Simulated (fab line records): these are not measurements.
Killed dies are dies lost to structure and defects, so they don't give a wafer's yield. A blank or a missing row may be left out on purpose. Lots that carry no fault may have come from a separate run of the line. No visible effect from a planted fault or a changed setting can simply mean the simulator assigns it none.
Comparing a struck lot with a sound one || flow n5-finfet || 30 out of 1938 route steps
Sound: the wafers L180.3, L180.4, L180.6. Wafers struck: L177.1, L177.2, L177.6. The cause is given at the end.
Per side, at each step with rows, come the tool, then ch with its chambers, and then its first start. Under that, the readings that differ: sound wafers || struck wafers || difference of the means || sigmas: that difference in standard deviations of wafers without a fault.
alike: words and numbers the same on both sides, and readings whose means are apart by under 2 such deviations; not compared: readings that were withheld, readings missing a value for some wafer, numbers with overlapping values and no deviation given by the record, and bounds like >300 which may hide the same value.
A row with sigmas, a row that says differs or no value, or rows on one side alone: a step with any of these is where the two part. Numbers that have no deviation but don't overlap get no sigmas and don't part them. A reading missing from all wafers of one side parts the sides only when that side holds two or more wafers.

first, 10 steps without rows for these wafers: N5_FIN_CUT_UV_OZONE_34 (time 120 s); N5_STI_FIN_REVEAL_ALD_00 (deposits SiO2, target thk 1 nm, pulse time 1 s); N5_STI_FIN_REVEAL_ALD_14 (deposits Si3N4, target thk 3 nm); N5_STI_FIN_REVEAL_FCVD_FILL_01 (material SiO2 flowable, target thk 312 nm, time 512.2 s); N5_STI_FIN_REVEAL_DENSIFY_02 (time 1800 s); N5_STI_FIN_REVEAL_CMP_04 (polishes, stops on Si3N4, t overpolish 4 s, target thk 131.83 nm); N5_STI_FIN_REVEAL_DENSIFY_30; N5_STI_FIN_REVEAL_ETCHBACK_08 (etches SiO2 in C4F6/O2, target depth 30.5 nm, time 10.167 s); N5_STI_FIN_REVEAL_STRIP_24 (strips in N2/H2, time 90 s); N5_STI_FIN_REVEAL_PRECLEAN_25 (cleans in SPM, time 90 s).
N5_STI_FIN_REVEAL_PRECLEAN_26: cleans in SC1, time 45 s.
  sound on wet-bench-05 ch 2,5,7, day 8 04:19; struck on wet-bench-06 ch 2,4,5, day 7 13:34
then, 15 steps without rows for these wafers: N5_STI_FIN_REVEAL_PRECLEAN_29 (cleans in DHF, time 30 s); N5_STI_FIN_REVEAL_SRD_12 (time 30 s); N5_STI_FIN_REVEAL_RECESS_09 (chemistry HF/NH3, target SiO2, afs cycles 11, target depth 42.5 nm, sublimation time 60 s); N5_STI_FIN_REVEAL_STRIP_16 (strips SiNx in H3PO4, target depth 23.8 nm); N5_STI_FIN_REVEAL_PRECLEAN_17 (cleans in NF3:NH3, afs cycles 1, time 20 s, sublimation time 60 s); N5_STI_FIN_REVEAL_ETCH_34 (etches Si in H2, material Si, target depth 0.97 nm); N5_STI_FIN_REVEAL_OXIDATION_31 (chemistry O2 PLASMA REMOTE, time 20 s); N5_STI_FIN_REVEAL_PRECLEAN_32 (cleans in NF3:NH3, afs cycles 1, time 20 s, sublimation time 60 s); N5_STI_FIN_REVEAL_STRIP_35 (strips Si3N4 in H3PO4, target depth 4 nm, time 39 s); N5_STI_FIN_REVEAL_SRD_21 (time 30 s); N5_STI_FIN_REVEAL_OXIDATION_33 (chemistry O2 PLASMA REMOTE, time 20 s); N5_STI_FIN_REVEAL_CLEAN_19 (cleans in O3/DIW, time 120 s); N5_STI_FIN_REVEAL_SRD_23 (time 30 s); N5_STI_FIN_REVEAL_PRECLEAN_18 (cleans in SC2, time 45 s); N5_STI_FIN_REVEAL_SRD_28 (time 30 s).
N5_STI_FIN_REVEAL_INSPECT_13: inspects for defects (darkfield).
  struck on defect-inspect-02, day 7 16:25; sound on defect-inspect-02, day 8 07:10
{"reading": "raw-defect-count", "sound": "10 17 11", "struck": "522 534 508", "difference": "+509", "sigmas": "+96"}
then, 1 step without rows for these wafers: N5_DUMMY_GATE_PRECLEAN_00 (cleans in O3/DIW, time 60 s).
-- record jumps: 5 days separate the struck wafers' starts on either side; left off in module DUMMY_GATE, taken up again in module BEOL_M4, whose first shown step is the route's number 1111 --
N5_BEOL_M4_RC_MEAS_101:
  sound on prober-02 ch 0, day 13 23:01; struck on prober-02 ch 0, day 12 18:56
{"reading": "ION_P (uA/um)", "sound": "471 472 481", "struck": "450 454 453", "difference": -22, "sigmas": -3}
  alike: DIBL_N, DIBL_P, IOFF_N, IOFF_P, ION_N, SS_N, SS_P, VT_N, VT_P
-- here the record skips 4 days between the struck wafers' starts before and after, leaving off in module BEOL_M4 and picking up in module PASSIVATION (first step shown: number 1936 of the route) --
N5_PASSIVATION_PROBE_49:
  the record has rows for the struck wafers here (prober-02, day 17 01:55) and none for the sound ones

WHERE THEY PART
At N5_STI_FIN_REVEAL_INSPECT_13 first; at N5_PASSIVATION_PROBE_49 last (within this record only).

WHY: what the simulator had put in
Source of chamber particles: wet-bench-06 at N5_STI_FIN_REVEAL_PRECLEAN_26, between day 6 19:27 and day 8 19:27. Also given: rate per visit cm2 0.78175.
